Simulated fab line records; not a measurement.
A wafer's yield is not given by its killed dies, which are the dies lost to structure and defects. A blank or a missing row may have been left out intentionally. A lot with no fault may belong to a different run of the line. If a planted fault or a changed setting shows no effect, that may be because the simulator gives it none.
Matching of chambers / flow nand_harc / 4 sister chambers for NHARC_A_CHANNEL_FILL_D1_CMP_10 on cmp-03
The step polishes, target thk 150 nm. 18 wafers are shown with their chamber, then 9 later ones without.

== WAFERS, EACH WITH ITS CHAMBER ==
wafer=L074.2; chamber=2; slurry_flow_ml_min=150.1; motor_current_A (A)=11.3; time_to_endpoint_s (s)=13.9
wafer=L074.3; chamber=1; slurry_flow_ml_min=149.7; motor_current_A (A)=11.5; time_to_endpoint_s (s)=14.7
wafer=L074.6; chamber=1; slurry_flow_ml_min=150.9; motor_current_A (A)=11.3; time_to_endpoint_s (s)=15.6
wafer=L076.1; chamber=3; slurry_flow_ml_min=150.1; motor_current_A (A)=11.3; time_to_endpoint_s (s)=20.4
wafer=L076.5; chamber=1; slurry_flow_ml_min=150.8; motor_current_A (A)=10.9; time_to_endpoint_s (s)=16.7
wafer=L076.6; chamber=0; slurry_flow_ml_min=150.2; motor_current_A (A)=10.8; time_to_endpoint_s (s)=16.5
wafer=L078.2; chamber=2; slurry_flow_ml_min=150.3; motor_current_A (A)=11.8; time_to_endpoint_s (s)=13.2
wafer=L078.5; chamber=1; slurry_flow_ml_min=150.7; motor_current_A (A)=10.3; time_to_endpoint_s (s)=14.7
wafer=L078.6; chamber=2; slurry_flow_ml_min=149.9; motor_current_A (A)=11.3; time_to_endpoint_s (s)=12.6
wafer=L079.2; chamber=0; slurry_flow_ml_min=149.5; motor_current_A (A)=11.3; time_to_endpoint_s (s)=13.5
wafer=L079.3; chamber=3; slurry_flow_ml_min=149.4; motor_current_A (A)=11.6; time_to_endpoint_s (s)=12.6
wafer=L079.6; chamber=1; slurry_flow_ml_min=150.1; motor_current_A (A)=11.3; time_to_endpoint_s (s)=13.6
wafer=L082.2; chamber=3; slurry_flow_ml_min=150.0; motor_current_A (A)=12.1; time_to_endpoint_s (s)=14.4
wafer=L082.3; chamber=0; slurry_flow_ml_min=149.7; motor_current_A (A)=10.8; time_to_endpoint_s (s)=13.8
wafer=L082.6; chamber=0; slurry_flow_ml_min=150.0; motor_current_A (A)=11.2; time_to_endpoint_s (s)=10.3
wafer=L083.1; chamber=0; slurry_flow_ml_min=149.7; motor_current_A (A)=11.8; time_to_endpoint_s (s)=11.7
wafer=L083.4; chamber=2; slurry_flow_ml_min=150.2; motor_current_A (A)=11.6; time_to_endpoint_s (s)=13.2
wafer=L083.6; chamber=2; slurry_flow_ml_min=150.2; motor_current_A (A)=11.8; time_to_endpoint_s (s)=15.8

SIGNATURES (means of the wafers above)
reading=slurry_flow_ml_min; chamber 0=149.820; chamber 1=150.440; chamber 2=150.140; chamber 3=149.833; scatter within a chamber=0.354
reading=motor_current_A; chamber 0=11.180; chamber 1=11.060; chamber 2=11.560; chamber 3=11.667; scatter within a chamber=0.394
reading=time_to_endpoint_s; chamber 0=13.160; chamber 1=15.060; chamber 2=13.740; chamber 3=15.800; scatter within a chamber=2.19
Rule: a wafer lies at a distance from a chamber equal to the root of the sum of squares, over the readings, of (its reading less the chamber's mean, divided by the reading's scatter). The wafer belongs to the nearest chamber; if the next one is less than 2 further off, it can't be placed. The scatter is the square root of a quotient: the sum, over the shown wafers, of each reading's squared deviation from its chamber's mean, divided by wafers minus chambers.

== WAFERS WITH NO CHAMBER GIVEN ==
wafer=L086.1; slurry_flow_ml_min=149.5; motor_current_A (A)=11.4; time_to_endpoint_s (s)=14.5
wafer=L086.2; slurry_flow_ml_min=149.5; motor_current_A (A)=11.9; time_to_endpoint_s (s)=11.5
wafer=L086.5; slurry_flow_ml_min=149.9; motor_current_A (A)=11.2; time_to_endpoint_s (s)=14.2
wafer=L090.1; slurry_flow_ml_min=150.0; motor_current_A (A)=11.3; time_to_endpoint_s (s)=17.6
wafer=L090.2; slurry_flow_ml_min=149.2; motor_current_A (A)=11.4; time_to_endpoint_s (s)=14.6
wafer=L090.5; slurry_flow_ml_min=150.5; motor_current_A (A)=11.3; time_to_endpoint_s (s)=12.5
wafer=L091.2; slurry_flow_ml_min=149.7; motor_current_A (A)=11.7; time_to_endpoint_s (s)=16.1
wafer=L091.3; slurry_flow_ml_min=150.5; motor_current_A (A)=11.4; time_to_endpoint_s (s)=16.3
wafer=L091.5; slurry_flow_ml_min=150.0; motor_current_A (A)=11.6; time_to_endpoint_s (s)=12.1

== WHICH CHAMBER EACH WENT THROUGH ==
wafer=L086.1; from the rows above=can't be placed: 0 or 3 or 2 or 1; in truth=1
wafer=L086.2; from the rows above=can't be placed: 0 or 2 or 3 or 1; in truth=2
wafer=L086.5; from the rows above=can't be placed: 0 or 2 or 3 or 1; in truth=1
wafer=L090.1; from the rows above=can't be placed: 3 or 1 or 2 or 0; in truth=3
wafer=L090.2; from the rows above=can't be placed: 0 or 3 or 2 or 1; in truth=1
wafer=L090.5; from the rows above=can't be placed: 1 or 2 or 0 or 3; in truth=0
wafer=L091.2; from the rows above=can't be placed: 3 or 2 or 0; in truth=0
wafer=L091.3; from the rows above=can't be placed: 1 or 2 or 3 or 0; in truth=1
wafer=L091.5; from the rows above=can't be placed: 2 or 0 or 3 or 1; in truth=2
0 of 9 placed correctly. These rows do not allow placing 9 (true chamber among the candidates in 9). Placed wrongly: 0.
